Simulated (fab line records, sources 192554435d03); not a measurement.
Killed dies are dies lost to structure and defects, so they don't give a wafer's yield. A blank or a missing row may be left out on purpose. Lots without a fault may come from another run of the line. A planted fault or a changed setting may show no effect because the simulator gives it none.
Split-lot experiment | flow n5_finfet | 7 lots, 21 wafers read, on a route of 1938 steps

THE SPLIT
At N5_BEOL_M3_PECVD_72 (deposits SiO2 from TEOS/O2, target thk 16 nm, time 18 s), the setting temp_c was moved away from the recipe's 400 C on 8 of the 21 wafers read, by -4.2% to +4.4%. The other wafers ran this setting at the recipe's value.

FROM THE SPLIT TO THE READING: what the file shows between them, 4 steps
- N5_BEOL_M3_COAT_73: time 60 s, resist thk 5 nm (also split here: temp_c)
- N5_BEOL_M3_COAT_05: resist thk 30 nm
- N5_BEOL_M3_EBR_07
- N5_BEOL_M3_STRIP_97: strips in N2/H2, time 10 s

THE READING
SiO2_of_BEOL_M3_PECVD_72.thk_nm (the simulator's own value, which no gauge read), in nm, at N5_BEOL_M3_HM_STRIP_39 (strips TiN in peroxide tin strip, target depth 25 nm, time 158 s). The file gives no usual value for it. The 13 wafers here that ran the recipe average 15.9 nm, standard deviation 0.28 nm.

wafer  | tool, chamber at the split | temp_c as run, C | against the recipe | SiO2_of_BEOL_M3_PECVD_72.thk_nm, nm | against lot-mates on the recipe
L076.3 | pecvd-04, 2                | 393.2            | -1.7%              | 16.6                                | +0.4
L076.4 | pecvd-04, 1                | 393.2            | -1.7%              | 16.4                                | +0.2
L076.6 | pecvd-04, 2                | 400              | recipe             | 16.2                                | -
L075.1 | pecvd-01, 2                | 383.1            | -4.2%              | 17.6                                | +2.0
L075.2 | pecvd-01, 1                | 383.1            | -4.2%              | 17.2                                | +1.6
L075.5 | pecvd-01, 1                | 400              | recipe             | 15.6                                | -
L082.1 | pecvd-01, 1                | 400              | recipe             | 15.6                                | -
L082.4 | pecvd-01, 0                | 400              | recipe             | 16.2                                | -
L082.6 | pecvd-01, 1                | 391.2            | -2.2%              | 16.6                                | +0.7
L084.1 | pecvd-01, 0                | 400              | recipe             | 16                                  | -
L084.3 | pecvd-01, 2                | 417.4            | +4.3%              | 13.6                                | -2.6
L084.4 | pecvd-01, 0                | 400              | recipe             | 16.4                                | -
L086.2 | pecvd-02, 1                | 400              | recipe             | 15.4                                | -
L086.3 | pecvd-02, 0                | 400              | recipe             | 15.8                                | -
L086.6 | pecvd-02, 0                | 417.8            | +4.4%              | 14                                  | -1.6
L091.3 | pecvd-01, 1                | 400              | recipe             | 15.8                                | -
L091.4 | pecvd-01, 0                | 386.8            | -3.3%              | 17.6                                | +1.7
L091.6 | pecvd-01, 2                | 400              | recipe             | 16                                  | -
L096.1 | pecvd-02, 2                | 400              | recipe             | 15.6                                | -
L096.4 | pecvd-02, 0                | 400              | recipe             | 16                                  | -
L096.5 | pecvd-02, 2                | 400              | recipe             | 15.8                                | -

THE FIT
A straight line over all 21 wafers: SiO2_of_BEOL_M3_PECVD_72.thk_nm changes by -0.427 nm for each +1% of temp_c; r = -0.96; the points scatter about the line by 0.29 nm.
The same after taking each lot's own level away (the mean of its wafers on the recipe; 21 wafers): -0.442 nm for each +1%; r = -0.96; scatter 0.29 nm.
On that fit, the largest move of temp_c shifts the reading by 2 nm.
The lots' own levels span 15.60 to 16.20 nm, that is 2.2 times the standard deviation above.
So the lot-to-lot level changes the slope little: the two slopes agree.
Check: with one of the wafers moved furthest among these (+4.4%) left out of the fit, the line predicts -2.22 nm for it against its lot-mates. It came out at -1.6 nm against them.

OTHER SPLITS ON THESE WAFERS
These wafers also went through other splits before the reading. Each is held against what the fit with the lots' levels taken away leaves over:
other split on the same wafers  | wafers away from the commonest value | r with SiO2_of_BEOL_M3_PECVD_72.thk_nm (lot level and that fit taken away)
N5_BEOL_M0_SAQP_PECVD_04 time_s | 6                                    | +0.13
N5_BEOL_M0_ETCH_138 source_w    | 5                                    | -0.39
N5_BEOL_M1_COAT_22 spin_rpm     | 7                                    | -0.26
N5_BEOL_M2_SPUTTER_94 time_s    | 7                                    | -0.24
N5_BEOL_M3_COAT_73 temp_c       | 11                                   | -0.40

THE WHOLE CHAIN: every reading that the file lists as answering this split, in the file's order
step                   | what it does                                                     | reading                                                                          | change (the file's fit)               | r (the file's)
N5_BEOL_M3_PECVD_72    | deposits SiO2 from TEOS/O2, target thk 16 nm, time 18 s          | SiO2_of_BEOL_M3_PECVD_72.thk_nm (the simulator's own value, which no gauge read) | -0.439 nm for each +1% of the setting | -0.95
N5_BEOL_M3_HM_STRIP_39 | strips TiN in peroxide tin strip, target depth 25 nm, time 158 s | SiO2_of_BEOL_M3_PECVD_72.thk_nm (the simulator's own value, which no gauge read) | -0.448 nm for each +1% of the setting | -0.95

THE FILE'S OWN FIT
SiO2_of_BEOL_M3_PECVD_72.thk_nm changes by -0.448 nm for each +1% of temp_c, r = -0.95.
